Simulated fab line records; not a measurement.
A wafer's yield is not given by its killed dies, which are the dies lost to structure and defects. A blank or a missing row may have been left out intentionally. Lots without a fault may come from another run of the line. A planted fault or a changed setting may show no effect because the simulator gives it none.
fab line records	flow n5Finfet
[record] lots = 10	wafers = 30	lastDay = 18
route steps=1938 shown FIN_CUT@175 STI_FIN_REVEAL@184 BEOL_M4@1111 PASSIVATION@1936
lots that met no fault: from a run of the same line without faults
startH: the number of hours between the record's first day and the start of the first shown wafer of the lot	waitH: how many hours have passed since the lot's step before this one	" repeats the value in the row above	L1.1+2: a row that stands for several wafers	- no value, or no start was given	* or withheld: withheld	< > ~ a bound
route shown NAME@n: names a module that has steps shown in the file, with the first one's number in the route	usual: average and standard deviation across the fault-free wafers	same: alike in all rows	chamber/n: place in a boat	sites: per-site readings	_std_site: the standard deviation of these	_edge_site: inner sites' mean taken away from outer sites' mean	radiusMm: how far each site lies from the wafer's centre	mask NAME#n: copy n	behind: the last tool/chamber to shape the wafer	hold: cause of the lot's hold/its duration in hours/its outcome	device: the n, p or np transistor that did not switch	end of line: at the end of the route, the tests of the same wafers	a step with no rows: only its recipe	killed: dies lost to structure and defects at the first sort, not the wafer's yield	map: per-die view of a wafer (x killed, . not killed, _ where there is no die)
set.NAME: the setting that was run; set.NAME@STEP: the one run at that earlier step	model.NAME: the simulator's own value behind a step, which no gauge read
route steps across a sampled set of lots; one table per step, one row per wafer
services: from which hour (startH, from the record's first day; less than 0 if before it) a tool's chamber was out of use, for how many hours, and why
[[steps]]
[step N5_FIN_CUT_PRECLEAN_35]
[recipe] timeS = 13.3	tempC = 45	pressureTorr = 125	pHfTorr = 3	pCoreactantTorr = 25	chemistry = vHF
[usual] drypumpMotorCurrentA = 5.6/0.39
lot.wafer	tool	chamber	startH	waitH	drypumpMotorCurrentA
L245.1	vaporEtch-01	0	39.18	0.0	5.2
L245.2	"	1	"	"	5.6
L245.4	"	0	"	"	5.2
L246.1	vaporEtch-02	0	45.59	0.0	5.3
L246.4	"	1	"	"	6.2
L246.5	"	1	"	"	6.2
L247.3	vaporEtch-01	1	52.00	0.1	5.6
L247.4	"	0	"	"	5.2
L247.5	"	1	"	"	5.6
L248.1	vaporEtch-02	1	57.40	0.0	6.2
L248.3	"	0	"	"	5.3
L248.4	"	1	"	"	6.2
L249.2	vaporEtch-02	1	66.35	0.0	6.2
L249.5	"	0	"	"	5.3
L249.6	"	1	"	"	6.2
L260.3	vaporEtch-01	0	129.06	0.1	5.2
L260.4	"	1	"	"	5.6
L260.5	"	1	"	"	5.6
L262.3	vaporEtch-02	0	143.69	0.1	5.3
L262.5	"	1	"	"	6.2
L262.6	"	0	"	"	5.3
L263.2	vaporEtch-02	0	148.35	0.0	5.3
L263.3	"	1	"	"	6.2
L263.5	"	0	"	"	5.3
L265.2	vaporEtch-01	1	160.32	0.0	5.6
L265.4	"	1	"	"	5.6
L265.5	"	1	"	"	5.6
L266.3	vaporEtch-02	1	167.09	0.1	6.2
L266.5	"	1	"	"	6.2
L266.6	"	0	"	"	5.3
[step N5_STI_FIN_REVEAL_ALD_14]
[recipe] material = Si3N4	targetThkA = 30	tempC = 400	aldPrecursorFamily = SiH2I2	aldCoReactant = N2/H2-plasma	pressureTorr = 2
[usual] heaterPowerW = 863/71
lot.wafer	tool	chamber	startH	waitH	heaterPowerW
L245.1	aldSin-04	3	39.64	0.0	968
L245.2	"	2	"	"	1012
L245.4	"	1	"	"	869
L246.1	aldSin-03	1	46.04	0.0	823
L246.4	"	3	"	"	886
L246.5	"	3	"	"	898
L247.3	aldSin-04	2	52.44	0.0	1026
L247.4	"	3	"	"	994
L247.5	"	3	"	"	970
L248.1	aldSin-02	1	57.85	0.0	872
L248.3	"	2	"	"	764
L248.4	"	3	"	"	838
L249.2	aldSin-02	3	66.80	0.0	827
L249.5	"	2	"	"	770
L249.6	"	1	"	"	868
L260.3	aldSin-04	1	129.49	0.0	878
L260.4	"	3	"	"	994
L260.5	"	0	"	"	796
L262.3	aldSin-03	2	144.45	0.0	827
L262.5	"	2	"	"	839
L262.6	"	3	"	"	840
L263.2	aldSin-03	2	148.88	0.0	817
L263.3	"	3	"	"	835
L263.5	"	2	"	"	827
L265.2	aldSin-02	2	160.91	0.0	774
L265.4	"	0	"	"	894
L265.5	"	3	"	"	860
L266.3	aldSin-04	0	167.53	0.0	811
L266.5	"	3	"	"	993
L266.6	"	2	"	"	1040
[step N5_STI_FIN_REVEAL_DENSIFY_30]
[recipe] tempC = *	timeS = *	ambient = N2	idleTempC = 600	rampUpCPerS = 150	rampDownCPerS = 60	coolToC = 600
[usual] lampPowerPct = 11.53/0.05	lamp_zone_2_pct = 11.529/0.016	wafer_temp_C_max = *
lot.wafer	tool	chamber	startH	waitH	lampPowerPct	lamp_zone_2_pct	wafer_temp_C_max
L245.1	rtpAnneal-02	0	45.07	0.0	11.51	11.539	*
L245.2	"	0	"	"	11.51	11.509	*
L245.4	"	0	"	"	11.58	11.535	*
L246.1	rtpAnneal-01	0	52.02	0.0	11.52	11.518	*
L246.4	"	0	"	"	11.59	11.521	*
L246.5	"	0	"	"	11.47	11.518	*
L247.3	rtpAnneal-02	0	57.87	0.1	11.45	11.499	*
L247.4	"	0	"	"	11.65	11.528	*
L247.5	"	0	"	"	11.55	11.551	*
L248.1	rtpAnneal-02	0	63.26	0.1	11.51	11.542	*
L248.3	"	0	"	"	11.56	11.529	*
L248.4	"	0	"	"	11.49	11.559	*
L249.2	rtpAnneal-01	0	72.19	0.1	11.49	11.566	*
L249.5	"	0	"	"	11.53	11.562	*
L249.6	"	0	"	"	11.49	11.549	*
L260.3	rtpAnneal-02	0	135.09	0.3	11.58	11.517	*
L260.4	"	0	"	"	11.52	11.530	*
L260.5	"	0	"	"	11.54	11.535	*
L262.3	rtpAnneal-01	0	149.87	0.1	11.54	11.515	*
L262.5	"	0	"	"	11.53	11.557	*
L262.6	"	0	"	"	11.53	11.533	*
L263.2	rtpAnneal-01	0	154.27	0.1	11.50	11.541	*
L263.3	"	0	"	"	11.51	11.554	*
L263.5	"	0	"	"	11.52	11.513	*
L265.2	rtpAnneal-02	0	166.31	0.1	11.63	11.527	*
L265.4	"	0	"	"	11.45	11.531	*
L265.5	"	0	"	"	11.49	11.520	*
L266.3	rtpAnneal-02	0	173.55	0.1	11.52	11.516	*
L266.5	"	0	"	"	11.51	11.516	*
L266.6	"	0	"	"	11.62	11.514	*
[step N5_STI_FIN_REVEAL_RECESS_09]
[recipe] chemistry = HF/NH3	target = SiO2	afsCycles = 11	targetDepthA = 425	tempC = 30	sublimationTempC = 180	sublimationTimeS = 60
[usual] drypumpMotorCurrentA = 5.6/0.36
lot.wafer	tool	chamber	startH	waitH	drypumpMotorCurrentA
L245.1	vaporEtch-01	0	45.64	0.0	5.2
L245.2	"	1	"	"	5.6
L245.4	"	0	"	"	5.2
L246.1	vaporEtch-01	1	52.49	0.0	5.6
L246.4	"	0	"	"	5.2
L246.5	"	0	"	"	5.2
L247.3	vaporEtch-01	0	58.80	0.6	5.2
L247.4	"	1	"	"	5.6
L247.5	"	0	"	"	5.2
L248.1	vaporEtch-01	1	64.01	0.0	5.6
L248.3	"	0	"	"	5.3
L248.4	"	1	"	"	5.6
L249.2	vaporEtch-01	1	72.64	0.0	5.6
L249.5	"	0	73.70	1.1	5.2
L249.6	"	1	"	"	5.6
L260.3	vaporEtch-02	0	136.02	0.6	5.3
L260.4	"	1	"	"	6.2
L260.5	"	1	"	"	6.2
L262.3	vaporEtch-02	0	150.82	0.6	5.3
L262.5	"	1	"	"	6.2
L262.6	"	0	"	"	5.3
L263.2	vaporEtch-02	1	154.79	0.0	6.2
L263.3	"	1	"	"	6.2
L263.5	"	0	"	"	5.3
L265.2	vaporEtch-01	1	166.75	0.0	5.6
L265.4	"	0	"	"	5.2
L265.5	"	0	"	"	5.2
L266.3	vaporEtch-01	1	174.48	0.6	5.6
L266.5	"	1	"	"	5.6
L266.6	"	0	"	"	5.2
[step N5_STI_FIN_REVEAL_FIN_H_MEAS_10]
[usual] trenchDepthNm = 51.9/0.65
lot.wafer	tool	chamber	startH	waitH	trenchDepthNm
L245.1	ocd-02	-	48.35	0.0	52.4
L245.2	"	-	"	"	52.3
L245.4	"	-	"	"	52.0
L246.1	ocd-01	-	55.21	0.0	52.8
L246.4	"	-	"	"	52.9
L246.5	"	-	"	"	53.0
L247.3	ocd-02	-	61.01	0.0	51.3
L247.4	"	-	"	"	51.4
L247.5	"	-	"	"	51.1
L248.1	ocd-01	-	66.71	0.0	52.0
L248.3	"	-	"	"	51.2
L248.4	"	-	"	"	54.0
L249.2	ocd-01	-	75.34	0.0	54.2
L249.5	"	-	"	"	51.6
L249.6	"	-	"	"	51.6
L260.3	ocd-01	-	138.19	0.0	51.1
L260.4	"	-	"	"	52.4
L260.5	"	-	"	"	51.0
L262.3	ocd-01	-	152.99	0.0	51.7
L262.5	"	-	"	"	51.8
L262.6	"	-	"	"	51.6
L263.2	ocd-02	-	157.50	0.0	51.4
L263.3	"	-	"	"	51.3
L263.5	"	-	"	"	51.8
L265.2	ocd-01	-	169.48	0.0	52.6
L265.4	"	-	"	"	51.6
L265.5	"	-	"	"	52.3
L266.3	ocd-01	-	176.65	0.0	52.3
L266.5	"	-	"	"	51.4
L266.6	"	-	"	"	51.4
[step N5_BEOL_M4_RC_MEAS_101]
[usual] DIBL_N = 36.1/1.6	DIBL_P = 35.8/2.1	IOFF_N = 0.16/0.031	IOFF_P = 0.21/0.034	ION_N = 673/12	ION_P = 461/7.2	SS_N = 71.4/0.59	SS_P = 73.3/0.63	VT_N = 250/3.1	VT_P = -250/3.3
lot.wafer	tool	chamber	startH	waitH	DIBL_N[mV/V]	DIBL_P[mV/V]	IOFF_N[nA/um]	IOFF_P[nA/um]	ION_N[uA/um]	ION_P[uA/um]	SS_N[mV/dec]	SS_P[mV/dec]	VT_N[mV]	VT_P[mV]
L246.1	prober-02	0	180.90	0.0	34.4	35.0	0.13	0.17	658	451	70.6	73.4	253	-252
L246.4	"	0	"	"	36.0	36.9	0.16	0.21	686	467	71.6	73.6	250	-251
L246.5	"	0	"	"	36.2	36.9	0.16	0.20	670	457	71.4	73.9	250	-253
L245.1	prober-02	0	186.04	0.0	34.3	33.2	0.11	0.15	661	454	71.0	72.4	254	-255
L245.2	"	0	"	"	35.6	35.8	0.13	0.19	663	458	70.2	73.4	251	-254
L245.4	"	0	"	"	35.1	33.9	0.12	0.16	661	460	71.0	72.8	254	-254
L247.3	prober-02	0	201.06	0.3	36.3	36.9	0.17	0.21	683	459	71.6	73.3	250	-253
L247.4	"	0	"	"	36.1	37.0	0.17	0.21	677	457	71.6	73.4	249	-253
L247.5	"	0	"	"	38.2	39.6	0.23	0.27	687	465	72.3	74.0	243	-249
L248.1	prober-01	0	202.86	0.0	39.2	40.4	0.20	0.27	688	470	71.9	74.5	246	-246
L248.3	"	0	"	"	37.8	38.3	0.17	0.25	676	465	71.4	74.2	248	-245
L248.4	"	0	"	"	37.6	37.6	0.17	0.23	701	480	71.7	73.3	251	-248
L249.2	prober-01	0	210.33	0.2	34.3	34.6	0.13	0.18	692	474	71.1	72.7	251	-255
L249.5	"	0	"	"	33.3	31.9	0.10	0.14	649	445	70.9	72.0	261	-256
L249.6	"	0	"	"	35.1	35.1	0.14	0.18	662	452	70.7	73.5	252	-255
L262.3	prober-01	0	284.45	0.3	34.9	34.4	0.14	0.20	658	457	71.2	72.8	252	-249
L262.5	"	0	"	"	34.4	33.1	0.12	0.17	654	450	70.5	72.2	254	-253
L262.6	"	0	"	"	35.2	34.6	0.13	0.20	660	454	71.1	73.1	251	-250
L263.2	prober-02	0	295.19	0.2	35.3	34.9	0.15	0.23	667	470	71.1	73.2	253	-247
L263.3	"	0	"	"	37.0	37.4	0.18	0.26	670	470	71.5	73.6	247	-247
L263.5	"	0	"	"	37.0	35.8	0.18	0.23	675	465	71.3	73.6	249	-247
L265.2	prober-02	0	301.17	0.2	33.8	31.7	0.11	0.18	650	464	70.8	71.4	253	-249
L265.4	"	0	"	"	39.8	39.0	0.26	0.31	699	474	71.7	73.9	241	-241
L265.5	"	0	"	"	37.5	36.7	0.18	0.27	690	471	71.7	73.3	244	-244
L266.3	prober-02	0	310.34	0.3	34.9	36.0	0.16	0.20	682	463	71.6	73.4	248	-247
L266.5	"	0	"	"	35.4	36.3	0.17	0.21	674	461	71.3	74.2	248	-248
L266.6	"	0	"	"	36.7	38.3	0.21	0.24	688	463	72.0	73.9	242	-248
L260.3	prober-01	0	320.46	0.3	36.0	35.9	0.17	0.24	672	463	71.7	73.3	250	-246
L260.4	"	0	"	"	35.1	33.0	0.16	0.19	687	470	71.0	72.7	248	-250
L260.5	"	0	"	"	37.1	36.0	0.18	0.23	669	461	71.3	73.4	246	-248
[step N5_PASSIVATION_PROBE_49]
[usual] defectLimitedYield = 91.0/1.5	killed_at_M0_to_M3 = 35/11	killed_at_M4_up = 13/6	killedAtContacts = 14/6.5	killedAtFrontEnd = 40/12	killedAtOther = 4/3.4	killedDies = 106/18	killedOnRim = 14/4.7	killedOpen = 68/14	killedShort = 35/7.7	sort_bin_5_function = 5.2/0.98	sort_bin_6_memory = 3.4/0.72	sortNPass = 1074/18	sortYieldPct = 91.0/1.5
[same] grossDies = 1180	killedAtBackSide = 0	sort_bin_4_leakage[%] = 0	sort_bin_8_speed[%] = 0
lot.wafer	tool	chamber	startH	waitH	defectLimitedYield[%]	killed_at_M0_to_M3	killed_at_M4_up	killedAtContacts	killedAtFrontEnd	killedAtOther	killedDies	killedOnRim	killedOpen	killedShort	sort_bin_5_function[%]	sort_bin_6_memory[%]	sortNPass	sortYieldPct[%]
L245.1	prober-02	-	292.65	0.0	92.4	22	7	11	42	8	90	9	61	29	4.2	3.1	1090	92.4
L245.2	prober-02	-	292.70	0.1	89.2	50	7	16	53	1	127	18	81	43	6.8	3.7	1053	89.2
L245.4	prober-02	-	292.80	0.2	91.5	34	12	13	38	3	100	15	62	32	4.7	3.5	1080	91.5
L247.3	prober-02	-	302.51	0.1	89.2	54	14	18	40	2	128	12	84	44	7.1	3.4	1052	89.2
L247.4	prober-02	-	302.56	0.2	91.4	45	7	19	26	4	101	12	47	49	4.7	3.3	1079	91.4
L247.5	prober-02	-	302.61	0.2	92.0	43	2	12	30	7	94	14	55	37	4.6	2.7	1086	92.0
L249.2	prober-01	-	306.76	0.1	89.6	50	7	18	45	3	123	13	84	39	6.4	3.8	1057	89.6
L249.5	prober-01	-	306.91	0.2	88.1	46	18	22	55	0	141	23	89	42	6.6	4.5	1039	88.1
L249.6	prober-01	-	306.96	0.3	90.6	37	6	15	53	0	111	10	72	37	5.7	3.5	1069	90.6
// killed by level:class
L245.1 FIN_SAQP:geometricParticle:open=15 MOL_CONTACT_COAG:geometricParticle:open=9 BEOL_M0_SAQP:geometricParticle:short=8 DUMMY_GATE:geometricParticle:open=7 BEOL_M2:geometricParticle:open=7 FIN_SAQP:geometricParticle:short=5 BEOL_M0_SAQP:geometricParticle:open=5 STI_FIN_REVEAL:geometricParticle:open=4
L245.2 BEOL_M0_SAQP:geometricParticle:open=15 MOL_CONTACT_COAG:geometricParticle:open=14 STI_FIN_REVEAL:geometricParticle:open=13 GATE_CUT:geometricParticle:short=13 BEOL_M2:geometricParticle:open=13 STI_FIN_REVEAL:geometricParticle:short=7 BEOL_M0_SAQP:geometricParticle:short=6 BEOL_M2:geometricParticle:short=6
L245.4 FIN_SAQP:geometricParticle:open=15 BEOL_M2:geometricParticle:open=11 MOL_CONTACT_COAG:geometricParticle:open=9 BEOL_M0_SAQP:geometricParticle:short=8 BEOL_M0_SAQP:geometricParticle:open=7 DUMMY_GATE:geometricParticle:open=5 BEOL_M2:geometricParticle:short=5 MOL_CONTACT_COAG:geometricParticle:short=4
L247.3 BEOL_M0_SAQP:geometricParticle:open=23 MOL_CONTACT_COAG:geometricParticle:open=15 BEOL_M0_SAQP:geometricParticle:short=14 FIN_SAQP:geometricParticle:open=12 FIN_SAQP:geometricParticle:short=9 BEOL_M3:geometricParticle:open=7 STARTING-WAFER:geometricParticle:short=5 BEOL_M4:geometricParticle:open=5
L247.4 BEOL_M0_SAQP:geometricParticle:short=21 BEOL_M0_SAQP:geometricParticle:open=13 MOL_CONTACT_COAG:geometricParticle:open=11 MOL_CONTACT_COAG:geometricParticle:short=8 FIN_SAQP:geometricParticle:short=4 FIN_SAQP:geometricParticle:open=4 HKMG_FIN:areaEtch=4 STI_FIN_REVEAL:geometricParticle:open=3
L247.5 BEOL_M0_SAQP:geometricParticle:short=20 BEOL_M0_SAQP:geometricParticle:open=13 FIN_SAQP:geometricParticle:open=11 MOL_CONTACT_COAG:geometricParticle:open=8 DUMMY_GATE:geometricParticle:open=5 MOL_CONTACT_COAG:geometricParticle:short=4 BEOL_M3:geometricParticle:open=4 FIN_SAQP:geometricParticle:short=3
L249.2 MOL_CONTACT_COAG:geometricParticle:open=15 STI_FIN_REVEAL:geometricParticle:open=13 FIN_SAQP:geometricParticle:short=12 BEOL_M0_SAQP:geometricParticle:open=12 FIN_SAQP:geometricParticle:open=10 BEOL_M3:geometricParticle:open=9 BEOL_M2:geometricParticle:open=8 BEOL_M1:geometricParticle:open=6
L249.5 MOL_CONTACT_COAG:geometricParticle:open=15 BEOL_M2:geometricParticle:open=14 STI_FIN_REVEAL:geometricParticle:open=11 FIN_SAQP:geometricParticle:short=10 FIN_SAQP:geometricParticle:open=9 BEOL_M1:geometricParticle:open=9 BEOL_M4:geometricParticle:open=8 MOL_CONTACT_COAG:geometricParticle:short=6
L249.6 FIN_SAQP:geometricParticle:open=13 STI_FIN_REVEAL:geometricParticle:open=12 MOL_CONTACT_COAG:geometricParticle:open=11 BEOL_M0_SAQP:geometricParticle:short=10 BEOL_M3:geometricParticle:open=8 FIN_SAQP:geometricParticle:short=6 BEOL_M1:geometricParticle:open=6 MOL_CONTACT_COAG:geometricParticle:short=4
[[services]]
tool	chamber	startH	hours	kind
aldSin-02	3	38.80	6.9	repair
aldSin-04	1	49.52	1.7	repair
vaporEtch-02	-	67.72	1.4	repair
aldSin-03	1	67.81	6.7	repair
aldSin-02	0	76.00	12.0	repair
aldSin-03	-	86.62	14.0	pm
aldSin-03	0	86.62	14.0	ventCycle
aldSin-03	1	86.62	14.0	ventCycle
aldSin-03	2	86.62	14.0	ventCycle
aldSin-03	3	86.62	14.0	ventCycle
aldSin-03	0	100.62	-	clean
aldSin-03	1	100.62	-	clean
aldSin-03	2	100.62	-	clean
aldSin-03	3	100.62	-	clean
aldSin-02	1	147.49	30.3	repair
[[key]]
[firstSign] step = N5_STI_FIN_REVEAL_FIN_H_MEAS_10	reading = trenchDepthNm	direction = up	sigmas = 3.4	usual = 51.9	struck = 54.1
effect none on later readings
metAt N5_STI_FIN_REVEAL_RECESS_09
struckLots L248,L249
struckWafers L248.4,L249.2
notActingAt N5_FIN_CUT_PRECLEAN_35,N5_STI_FIN_REVEAL_ALD_14,N5_STI_FIN_REVEAL_DENSIFY_30
onsetBetween 58.80 64.01
[fault] kind = processParameterDrift	tool = vaporEtch-01	chamber = -	onsetH = 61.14	steps = N5_STI_FIN_REVEAL_RECESS_09	channel = targetDepthA	offset = 24.096	shape = step	endH = 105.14	scope = struckWafersOnly	actsIn = theseRecipesOnly	stated = 425
